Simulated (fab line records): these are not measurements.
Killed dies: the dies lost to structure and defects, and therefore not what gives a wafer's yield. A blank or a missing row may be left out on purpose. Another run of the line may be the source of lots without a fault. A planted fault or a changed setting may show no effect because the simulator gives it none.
Problem report, 8D (eight disciplines) form, completed by code | flow n5Finfet | the parts of the form that need people (team, actions taken, sign-off) are left out

## 1. WHAT IS WRONG
biasW at N5_BEOL_M8_VIA_ETCH_34 reads a mean of 197.2 W on 6 wafers of 2 lots; wafers without a fault read 185.0 W with a standard deviation of 0.53. Measured from the usual mean, that is +23 standard deviations.
The step: etches SiCOH lowk in C4F6/O2, target depth 125.5 nm, time 50.5 s.
First observed at day 13 16:47: wafer L455.1, on rieDiel-02. The record holds 30 wafers of 10 lots with a number at this step. By rule, "out" or "out of limits" means more than 4 standard deviations away from the usual mean. The other wafers with a number count as sound.

## 2. WHAT IT IS; WHAT IT IS NOT
question                    | is                     | is not
which readings at this step | biasW, rfVppV          | drypumpMotorCurrentA, oes_f_703_au, oes_o_777_au, oesProductAu, showerheadPlenumPTorr, throttleValvePct
which lots                  | L455, L456             | L438, L440, L441, L443, L444, L445, L448, L461
which wafers of those lots  | all that have a number | -
read on which tools         | rieDiel-02             | rieDiel-01, rieDiel-05
when                        | from day 13 16:47      | up to then (21 sound wafers); but 3 sound wafers of L461 came after

## 3. THE SUSPECTS, EACH WITH WHAT RULES IT OUT
Counting: any tool at a process step up to the reading is kept as a suspect provided that every lot that is out went through it and no sound lot did after the first of them.
- rieDiel-02 at N5_BEOL_M8_ETCH_65 (etches SiARC in CF4, target depth 15.6 nm, time 26 s): kept. It ran every lot that is out, first L455 (day 13 16:40), and no sound lot after that; its last sound lot up to then is L448 (day 12 10:49).
- rieDiel-02 at N5_BEOL_M8_VIA_ETCH_34 (etches SiCOH lowk in C4F6/O2, target depth 125.5 nm, time 50.5 s): kept. It ran every lot that is out, first L455 (day 13 16:47), and no sound lot after that; its last sound lot up to then is L448 (day 12 10:56). Out on those wafers are its own readings of biasW, rfVppV.
Remaining after the count are rieDiel-02 at N5_BEOL_M8_ETCH_65 and rieDiel-02 at N5_BEOL_M8_VIA_ETCH_34.

## 4. THE CAUSE (what the simulator had put in)
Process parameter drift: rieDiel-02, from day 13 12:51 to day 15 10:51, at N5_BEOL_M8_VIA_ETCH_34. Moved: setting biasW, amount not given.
Counting leaves 2 suspects; this tool is one of them.

## 5. SEQUENCE OF EFFECTS, ordered by route
Each row: a reading where the mean over the struck wafers with a number is more than 3 standard deviations away from the usual. Scope: only readings with a usual standard deviation given in the record; hours: median across lots of the time from each lot's start at the first step in this table that gives one to its start at this step; sigmas: change in usual standard deviations.
hours | step                   | reading | usual   | on struck wafers | change | sigmas
0     | N5_BEOL_M8_VIA_ETCH_34 | biasW   | 185.0 W | 197.2            | +12.2  | +23
0     | N5_BEOL_M8_VIA_ETCH_34 | rfVppV  | 665 V   | 697              | +32    | +6.7
It contains these process steps:
- N5_BEOL_M8_VIA_ETCH_34: etches SiCOH lowk in C4F6/O2, target depth 125.5 nm, time 50.5 s.

## 6. WHAT WOULD HAVE CAUGHT IT SOONER
The fault began at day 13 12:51; the first out-of-limits reading in this record came at day 13 16:47, 4 hours later.
